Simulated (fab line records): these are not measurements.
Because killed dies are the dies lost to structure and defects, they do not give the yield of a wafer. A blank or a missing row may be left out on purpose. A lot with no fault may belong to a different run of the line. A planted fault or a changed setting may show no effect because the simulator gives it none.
Which of the tools did it? -- flow n5-finfet -- Sampling: 8 lots, 24 wafers, 6 of 1938 route steps

WHAT THE GAUGES READ, wafer by wafer
N5_BEOL_M4_CD_MEAS_28: target cd 26.2 nm, target cd y 24.1 nm. Usual: cd-nm 26.17 nm, standard deviation 0.23.
lot,measured,on,cd-nm (nm),flag
L128,day 7 14:22,cd-sem-03,26.09 26.36 26.54,
L132,day 8 17:19,cd-sem-03,26.03 25.88 26.44,
L136,day 9 21:50,cd-sem-02,27.38 27.56 27.31,OFF
L137,day 10 03:47,cd-sem-01,27.10 27.38 26.85,OFF
L139,day 10 11:32,cd-sem-01,26.29 26.05 26.23,
L140,day 10 14:13,cd-sem-02,26.09 26.32 26.41,
L141,day 11 03:23,cd-sem-02,26.36 26.14 26.32,
L145,day 11 21:35,cd-sem-02,25.75 25.93 26.07,

N5_BEOL_M4_RC_MEAS_101. Usual: DIBL_N 36.5 mV/V, standard deviation 1.4; DIBL_P 36.6 mV/V, standard deviation 1.6; IOFF_N 0.160 nA/um, standard deviation 0.024; IOFF_P 0.217 nA/um, standard deviation 0.029; ION_N 674 uA/um, standard deviation 8.7; ION_P 464 uA/um, standard deviation 6.5; SS_N 71.6 mV/dec, standard deviation 0.47; SS_P 73.4 mV/dec, standard deviation 0.57; VT_N 250.0 mV, standard deviation 2.5; VT_P -250 mV, standard deviation 3.1.
lot,measured,on,DIBL_N (mV/V),DIBL_P (mV/V),IOFF_N (nA/um),IOFF_P (nA/um),ION_N (uA/um),ION_P (uA/um),SS_N (mV/dec),SS_P (mV/dec),VT_N (mV),VT_P (mV),flag
L128,day 7 23:13,prober-02,38.0 39.3 36.9,37.7 38.8 36.6,0.172 0.190 0.149,0.236 0.250 0.218,676 676 673,466 466 468,71.7 72.2 71.5,72.8 73.7 73.6,250.4 247.5 252.5,-248 -247 -250,
L132,day 9 03:20,prober-01,37.1 36.6 36.3,37.2 36.7 36.3,0.180 0.178 0.169,0.253 0.256 0.241,687 675 684,474 468 475,71.6 71.7 71.6,73.5 72.6 73.6,247.7 247.2 244.9,-247 -246 -245,
L136,day 10 11:13,prober-01,36.3 37.1 36.9,37.3 37.9 37.7,0.169 0.187 0.176,0.261 0.267 0.256,678 673 689,474 474 474,71.1 72.0 71.9,74.2 73.4 73.4,248.6 245.1 248.4,-245 -243 -244,
L137,day 10 18:02,prober-02,36.5 36.8 37.5,33.8 35.0 35.5,0.151 0.151 0.163,0.192 0.203 0.220,676 678 677,461 468 466,71.2 71.1 71.2,72.1 73.8 73.2,250.4 249.4 249.3,-251 -251 -248,
L139,day 11 02:08,prober-02,39.2 40.3 38.9,39.4 40.9 39.0,0.188 0.209 0.170,0.213 0.247 0.197,679 668 674,461 456 455,72.3 72.9 72.2,74.0 75.4 74.6,248.0 247.4 250.9,-251 -249 -254,
L140,day 11 04:09,prober-01,35.7 37.9 36.0,35.4 37.3 35.4,0.134 0.174 0.140,0.212 0.239 0.210,666 681 675,469 465 468,70.7 72.1 71.0,72.5 73.1 72.9,251.2 249.5 249.9,-249 -246 -249,
L141,day 11 17:27,prober-01,36.7 36.7 37.4,37.3 37.1 37.0,0.152 0.151 0.160,0.193 0.202 0.198,677 673 665,458 455 454,72.3 71.3 71.6,73.5 74.2 73.4,249.6 251.6 251.6,-254 -253 -254,
L145,day 12 06:28,prober-02,35.3 36.1 35.7,34.2 35.6 35.5,0.112 0.127 0.127,0.167 0.185 0.185,653 663 666,454 462 462,71.0 71.2 71.4,72.3 73.1 73.3,253.4 254.9 253.7,-255 -252 -252,

WHICH TOOL RAN EACH LOT (tool, then ch and the chambers of the sampled wafers, then the start)
lot,N5_BEOL_M4_STRIP_19,N5_BEOL_M4_EXPOSE_25,N5_BEOL_M4_ETCH_69,N5_BEOL_M4_ETCH_70
L128,"rie-diel-06 ch 0,2,3, day 7 13:51","euv-scanner-01 ch 0, day 7 14:14","rie-diel-02 ch 0,2,3, day 7 14:32","rie-diel-01 ch 0,1,2, day 7 18:37"
L132,"rie-diel-01 ch 0,2,3, day 8 16:48","euv-scanner-02 ch 0, day 8 17:10","rie-diel-06 ch 1,2,3, day 8 17:31","rie-diel-06 ch 1,3, day 8 21:14"
L136,"rie-diel-02 ch 0,1,2, day 9 21:20","euv-scanner-02 ch 0, day 9 21:41","rie-diel-01 ch 0,1,3, day 9 22:01","rie-diel-02 ch 0,1,2, day 10 06:27"
L137,"rie-diel-01 ch 0,1, day 10 03:23","euv-scanner-02 ch 0, day 10 03:39","rie-diel-01 ch 1,2,3, day 10 03:58","rie-diel-06 ch 0,1,2, day 10 12:43"
L139,"rie-diel-06 ch 1,2, day 10 11:01","euv-scanner-01 ch 0, day 10 11:24","rie-diel-06 ch 0,1,2, day 10 11:43","rie-diel-06 ch 0,2,3, day 10 21:31"
L140,"rie-diel-01 ch 1,3, day 10 13:50","euv-scanner-01 ch 0, day 10 14:05","rie-diel-01 ch 0,2, day 10 14:29","rie-diel-01 ch 0,1,3, day 10 22:32"
L141,"rie-diel-01 ch 1,3, day 11 03:00","euv-scanner-01 ch 0, day 11 03:15","rie-diel-06 ch 2,3, day 11 04:36","rie-diel-06 ch 0,1,3, day 11 12:51"
L145,"rie-diel-02 ch 0,3, day 11 21:04","euv-scanner-01 ch 0, day 11 21:27","rie-diel-06 ch 0,1, day 11 21:52","rie-diel-02 ch 0,1,3, day 12 01:22"
- N5_BEOL_M4_STRIP_19: strips in O2.
- N5_BEOL_M4_EXPOSE_25: exposes mask V3, defocus 5 nm.
- N5_BEOL_M4_ETCH_69: etches SiARC in CF4, target depth 15.6 nm, time 26 s.
- N5_BEOL_M4_ETCH_70: etches SOC in N2/H2, target depth 80 nm, overetch 24 nm, time 130 s.

WHAT THE TOOLS THEMSELVES READ (means of the sampled wafers that have a number; where no wafer has one, the mark that the record gives instead)
N5_BEOL_M4_STRIP_19. Usual: drypump-motor-current-A 5.7 A, standard deviation 0.44; oes-product-au 0.79 a.u., standard deviation 0.08; rf-vpp-V 3.6 V, standard deviation 0.48; showerhead-plenum-p-Torr 2.11 Torr, standard deviation 0.082; throttle-valve-pct 16.69 %, standard deviation 0.25.
lot,tool,drypump-motor-current-A (A),oes-product-au (a.u.),rf-vpp-V (V),showerhead-plenum-p-Torr (Torr),throttle-valve-pct (%),flag
L128,rie-diel-06,5.8,0.82,3.5,2.11,16.77,
L132,rie-diel-01,5.6,0.73,3.7,2.11,16.86,
L136,rie-diel-02,6.0,0.80,4.2,2.19,16.55,
L137,rie-diel-01,5.6,0.76,3.6,2.06,16.75,
L139,rie-diel-06,5.1,0.83,3.7,2.08,16.63,
L140,rie-diel-01,6.0,0.78,3.4,2.19,16.62,
L141,rie-diel-01,6.0,0.77,3.9,2.19,16.62,
L145,rie-diel-02,5.6,0.85,3.9,2.16,16.37,

N5_BEOL_M4_EXPOSE_25. Usual: exposure-dose-mJ-cm2 62.81, standard deviation 0.052.
lot,tool,exposure-dose-mJ-cm2,flag
L128,euv-scanner-01,62.79,
L132,euv-scanner-02,62.79,
L136,euv-scanner-02,66.97,OFF
L137,euv-scanner-02,66.09,OFF
L139,euv-scanner-01,62.85,
L140,euv-scanner-01,62.79,
L141,euv-scanner-01,62.83,
L145,euv-scanner-01,62.79,

N5_BEOL_M4_ETCH_69. Usual: drypump-motor-current-A 5.7 A, standard deviation 0.47; etch-rf-on-time-s 25.8 s, standard deviation 0.36; oes-product-au 0.67 a.u., standard deviation 0.065; rf-vpp-V 184.2 V, standard deviation 1.2; showerhead-plenum-p-Torr 2.16 Torr, standard deviation 0.069; throttle-valve-pct 15.66 %, standard deviation 0.26.
lot,tool,drypump-motor-current-A (A),etch-rf-on-time-s (s),oes-product-au (a.u.),rf-vpp-V (V),showerhead-plenum-p-Torr (Torr),throttle-valve-pct (%),flag
L128,rie-diel-02,5.8,26.0,0.63,182.8,2.11,15.52,
L132,rie-diel-06,5.6,25.9,0.69,184.6,2.15,15.75,
L136,rie-diel-01,5.8,26.3,0.65,184.9,2.18,15.64,
L137,rie-diel-01,5.6,26.1,0.64,184.9,2.23,15.69,
L139,rie-diel-06,5.4,26.0,0.71,184.4,2.13,15.59,
L140,rie-diel-01,5.2,26.1,0.60,184.8,2.14,15.99,
L141,rie-diel-06,6.1,25.6,0.64,185.0,2.16,15.94,
L145,rie-diel-06,5.5,25.4,0.74,182.7,2.09,15.42,

N5_BEOL_M4_ETCH_70. Usual: drypump-motor-current-A 5.8 A, standard deviation 0.44; oes-product-au 0.58 a.u., standard deviation 0.059; rf-vpp-V 524.8 V, standard deviation 3; showerhead-plenum-p-Torr 2.58 Torr, standard deviation 0.1; throttle-valve-pct 17.79 %, standard deviation 0.25.
lot,tool,drypump-motor-current-A (A),oes-product-au (a.u.),rf-vpp-V (V),showerhead-plenum-p-Torr (Torr),throttle-valve-pct (%),flag
L128,rie-diel-01,5.4,0.57,524.3,2.58,17.93,
L132,rie-diel-06,5.9,0.60,523.7,2.53,17.99,
L136,rie-diel-02,6.0,0.58,526.9,2.66,17.73,
L137,rie-diel-06,5.4,0.61,522.6,2.53,17.79,
L139,rie-diel-06,5.9,0.58,524.7,2.55,18.04,
L140,rie-diel-01,5.8,0.56,526.0,2.58,17.85,
L141,rie-diel-06,5.7,0.60,521.9,2.50,17.82,
L145,rie-diel-02,6.0,0.56,524.2,2.59,17.72,

THE ANSWER, worked out from the rows above alone
Rule: a lot is off if the mean of its wafers that have a number lies more than 3 standard deviations from the usual mean. A lot without any number at a reading at which 4 lots or more have one is off too. The other lots that the step has rows for count as sound. First the gauges in route order, then the tools' own readings, where a lot's mean is used as printed above. The first step at which some lot is off is used, and at that step the reading that is off furthest; a lot without a number counts as furthest.
Off: L136, L137, at N5_BEOL_M4_CD_MEAS_28 (cd-nm).
If a tool, at a process step before that reading, ran all the lots that are off and no sound lot after the first of them, it fits. The gauges at N5_BEOL_M4_CD_MEAS_28 aren't tried: what is off there is off at N5_BEOL_M4_EXPOSE_25 too, on other tools, and a gauge's error can't cause that. One fits: N5_BEOL_M4_EXPOSE_25 on euv-scanner-02. Its last sound lot is L132 (day 8 17:10), its first lot that is off L136 (day 9 21:41): a fault that began between those two fits.
The tool's own readings at N5_BEOL_M4_EXPOSE_25 bear it out: on the lots that are off they differ by more than 5 times the standard deviation of the sound lots' means. exposure-dose-mJ-cm2 reads 66.53 there against 62.81 on the sound lots.

WHAT WAS PUT IN BY THE SIMULATOR
Drift in process parameters on euv-scanner-02 at N5_BEOL_M4_EXPOSE_25, starting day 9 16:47. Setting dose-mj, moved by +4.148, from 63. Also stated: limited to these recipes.
Struck lots among those shown: L136, L137. The same result came from the rule above.
